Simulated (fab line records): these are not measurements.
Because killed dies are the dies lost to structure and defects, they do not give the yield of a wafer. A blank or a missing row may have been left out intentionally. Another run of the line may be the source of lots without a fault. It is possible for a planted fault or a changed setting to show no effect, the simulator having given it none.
Which tool did it? | flow n5Finfet | 14 lots with 41 wafers sampled at 2 steps, on a route of 1938 steps

== WHAT EACH GAUGE READ, for each wafer ==
N5_BEOL_M4_OVL_MEAS_29. Usual: for V3_OVL the level is -0.5 nm and the standard deviation is 0.69.
lot  | measured     | on         | V3_OVL (nm)    | flag
L176 | day 7 12:20  | overlay-02 | -1.2 -0.2 0.5  | 
L178 | day 8 19:20  | overlay-02 | -0.4 0.3 -0.1  | 
L179 | day 8 19:57  | overlay-01 | -0.6 -0.9 -1.5 | 
L180 | day 9 00:50  | overlay-02 | -0.1 -0.5 -0.3 | 
L181 | day 9 01:05  | overlay-02 | - - -          | OFF
L182 | day 9 07:50  | overlay-02 | - - -          | OFF
L188 | day 11 06:42 | overlay-01 | -0.5 -1.5 -1.8 | 
L189 | day 11 07:20 | overlay-01 | -1.1 -0.8 -1.1 | 
L191 | day 11 12:18 | overlay-02 | -1.2 -1.8 -0.5 | 
L190 | day 11 19:38 | overlay-01 | -0.5 -0.2 -0.5 | 
L193 | day 11 20:55 | overlay-01 | -0.5 0.3 0.0   | 
L192 | day 12 01:05 | overlay-02 | -0.7 -1.1 -0.5 | 
L198 | day 13 06:44 | overlay-02 | 0.2 -0.4       | 
L197 | day 13 15:56 | overlay-01 | -0.2 0.2 0.6   | 

== TOOL THAT RAN EACH LOT (tool first, then ch and the chambers of the sampled wafers, then the start) ==
lot  | N5_BEOL_M4_PEB_26
L176 | lithoTrack-05 ch 0, day 7 12:14
L178 | lithoTrack-04 ch 0, day 8 19:14
L179 | lithoTrack-04 ch 0, day 8 19:51
L180 | lithoTrack-04 ch 0, day 9 00:44
L181 | lithoTrack-04, day 9 00:59
L182 | lithoTrack-03, day 9 07:44
L188 | lithoTrack-03 ch 0, day 11 06:37
L189 | lithoTrack-03 ch 0, day 11 07:14
L191 | lithoTrack-04 ch 0, day 11 12:12
L190 | lithoTrack-05 ch 0, day 11 19:32
L193 | lithoTrack-05 ch 0, day 11 20:49
L192 | lithoTrack-03 ch 0, day 12 00:59
L198 | lithoTrack-05 ch 0, day 13 06:38
L197 | lithoTrack-03 ch 0, day 13 15:50
- N5_BEOL_M4_PEB_26: peb time 60 s.

== AS READ BY THE TOOLS THEMSELVES (means over the sampled wafers that have a number; for cases with no such wafer, the mark the record gives instead) ==
N5_BEOL_M4_PEB_26. Usual: chillPlateTempC 22.98 C, standard deviation 0.12; exhaustPa 45.0 Pa, standard deviation 0.84; heaterPowerTotalW 154.0 W, standard deviation 1.
lot  | tool          | chillPlateTempC (C) | exhaustPa (Pa) | heaterPowerTotalW (W) | flag
L176 | lithoTrack-05 | 23.00               | 45.0           | 153.4                 | 
L178 | lithoTrack-04 | 23.09               | 45.2           | 154.1                 | 
L179 | lithoTrack-04 | 22.97               | 45.8           | 154.3                 | 
L180 | lithoTrack-04 | 23.04               | 45.0           | 154.1                 | 
L181 | lithoTrack-04 | -                   | -              | -                     | OFF
L182 | lithoTrack-03 | -                   | -              | -                     | OFF
L188 | lithoTrack-03 | 22.99               | 45.7           | 153.5                 | 
L189 | lithoTrack-03 | 22.86               | 45.8           | 154.1                 | 
L191 | lithoTrack-04 | 22.99               | 45.2           | 154.7                 | 
L190 | lithoTrack-05 | 22.87               | 45.8           | 154.8                 | 
L193 | lithoTrack-05 | 23.08               | 43.9           | 153.3                 | 
L192 | lithoTrack-03 | 23.06               | 45.3           | 154.0                 | 
L198 | lithoTrack-05 | 22.98               | 46.1           | 152.6                 | 
L197 | lithoTrack-03 | 23.16               | 44.7           | 152.9                 | 

== THE ANSWER, worked out from the rows above alone ==
Rule: a lot counts as off when the mean over its wafers that have a number is more than 3 standard deviations away from the usual mean. Also off: a lot with no number at a reading for which 4 or more lots have one. Where the step has rows for the other lots, those lots are counted as sound. After the gauges, taken in route order, come the tools' own readings; for these a lot's mean is taken, as printed above. At the first step where some lot is off, the reading lying furthest off is the one used; lots without a number count as furthest.
Off: L181, L182, at N5_BEOL_M4_OVL_MEAS_29 (V3_OVL). Without a number there: L181, L182.
If a tool, at a process step before that reading, ran all the lots that are off and no sound lot after the first of them, it fits. The gauges at N5_BEOL_M4_OVL_MEAS_29 aren't tried: what is off there is off at N5_BEOL_M4_PEB_26 too, on other tools, and a gauge's error can't cause that. No candidate that was tried fits.

== WHAT WAS PUT IN BY THE SIMULATOR ==
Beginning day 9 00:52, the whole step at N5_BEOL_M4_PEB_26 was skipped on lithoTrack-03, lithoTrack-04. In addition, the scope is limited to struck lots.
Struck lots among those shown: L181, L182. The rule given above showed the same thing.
